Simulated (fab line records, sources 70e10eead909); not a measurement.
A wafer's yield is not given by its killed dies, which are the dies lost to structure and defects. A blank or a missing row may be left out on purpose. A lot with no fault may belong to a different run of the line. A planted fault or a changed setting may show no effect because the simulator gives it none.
A struck lot beside a sound one    flow nand-harc    14 out of 1159 route steps
Sound: wafers L874.2, L874.3, L874.6. Struck: wafer L888.5 (left out: L888.1, L888.3 of the same lot, which were not struck); the cause appears at the end.
Per side, at each step with rows, come the tool, then ch with its chambers, and then its first start. Under that, the readings that differ: sound wafers    struck wafers    difference of the means    sigmas: that difference in standard deviations of wafers without a fault.
alike: same words and numbers on both sides, and readings whose means sit less than 2 such deviations apart. not compared: any withheld reading, any reading some wafer has no value for, any bound like >300 that may hide the same value, and any number with overlapping values for which the record gives no deviation.
A row with sigmas, a row that says differs or no value, or rows on one side alone: a step with any of these is where the two part. Numbers that don't overlap but have no deviation are shown without sigmas and don't part them. A reading that every wafer of one side lacks parts them only if that side has two wafers or more.

NHARC_A_CHANNEL_HOLE_D1_CD_MEAS_30:
  sound on cd-sem-03 at day 8 23:26; struck on cd-sem-02 at day 12 18:04
  alike: cd-nm
then, 1 step without rows for these wafers: NHARC_A_CHANNEL_HOLE_D1_XSEM_31.
NHARC_A_CHANNEL_HOLE_D1_INSPECT_40:
  sound on defect-inspect-02 at day 8 23:38; struck on defect-inspect-01 at day 12 18:15
  alike: raw-defect-count
then, 2 steps without rows for these wafers: NHARC_A_CHANNEL_FILL_D1_PRECLEAN_00 (cleans in SC1); NHARC_A_CHANNEL_FILL_D1_SRD_01.
NHARC_A_CHANNEL_FILL_D1_ALD_02: deposits SiO2, target thk 6 nm, pulse time 10 s, ald cycles 60.
  sound on ald-hk-02 ch 1,3, day 9 01:11; struck on ald-hk-01 ch 2, day 12 18:34
  alike: heater-power-w, precursor-pulse-height-rel
  not compared: since-wet-clean-h
NHARC_A_CHANNEL_FILL_D1_ALD_03: deposits SiNx, target thk 6 nm, pulse time 60 s, ald cycles 58.
  sound: ald-sin-batch-02 ch 0; struck: ald-sin-batch-02 ch 0
  alike: precursor-pulse-height-rel
then, 1 step without rows for these wafers: NHARC_A_CHANNEL_FILL_D1_ALD_14 (deposits SiO2, target thk 2.5 nm, pulse time 10 s, ald cycles 25).
NHARC_A_CHANNEL_FILL_D1_ALD_15: deposits SiNx, target thk 2 nm, pulse time 60 s, ald cycles 19.
  sound on ald-sin-batch-02 ch 0, day 9 16:05; struck on ald-sin-batch-01 ch 0
  alike: precursor-pulse-height-rel
NHARC_A_CHANNEL_FILL_D1_ALD_16: deposits SiO2, target thk 1.5 nm, pulse time 10 s, ald cycles 15.
  sound on ald-hk-04 ch 0,2,3, day 9 18:11; struck on ald-hk-04 ch 3, day 13 06:17
  alike: heater-power-w, precursor-pulse-height-rel
  not compared: since-wet-clean-h
then, 2 steps without rows for these wafers: NHARC_A_CHANNEL_FILL_D1_ANNEAL_17 (time 1800 s); NHARC_A_CHANNEL_FILL_D1_CVD_18 (deposits poly-Si, target thk 3 nm).
NHARC_A_CHANNEL_FILL_D1_ETCHBACK_19: etches the open film in HBr/Cl2, target depth 5 nm, time 1.7 s.
  sound on rie-si-03 ch 2,3, day 10 05:47; struck on rie-si-03 ch 0, day 13 19:49
reading                sound              struck  difference  sigmas
oes-product-au (a.u.)  1.002 1.007 1.011  0.753   -0.254      -26
  alike: chamber-pressure-mTorr, drypump-motor-current-A, hbr-flow-sccm, throttle-valve-pct
  not compared: rf-hours-counter-h
NHARC_A_CHANNEL_FILL_D1_ETCHBACK_20: etches the open film in C4F8/O2/Ar, target depth 27 nm, time 13.5 s.
  sound on rie-diel-09 ch 0,1,2, day 10 05:55; struck on rie-diel-11 ch 3, day 13 19:56
  alike: chamber-pressure-mTorr, oes-product-au, rf-vpp-V
  not compared: rf-hours-counter-h

## WHERE THEY PART
Only at NHARC_A_CHANNEL_FILL_D1_ETCHBACK_19, as far as this record shows. Later steps at which nothing parts them and some readings are alike: NHARC_A_CHANNEL_FILL_D1_ETCHBACK_20.

WHY: the cause the simulator had injected
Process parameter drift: rie-si-03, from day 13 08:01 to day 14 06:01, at NHARC_A_CHANNEL_FILL_D1_ETCHBACK_19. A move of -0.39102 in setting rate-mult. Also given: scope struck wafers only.
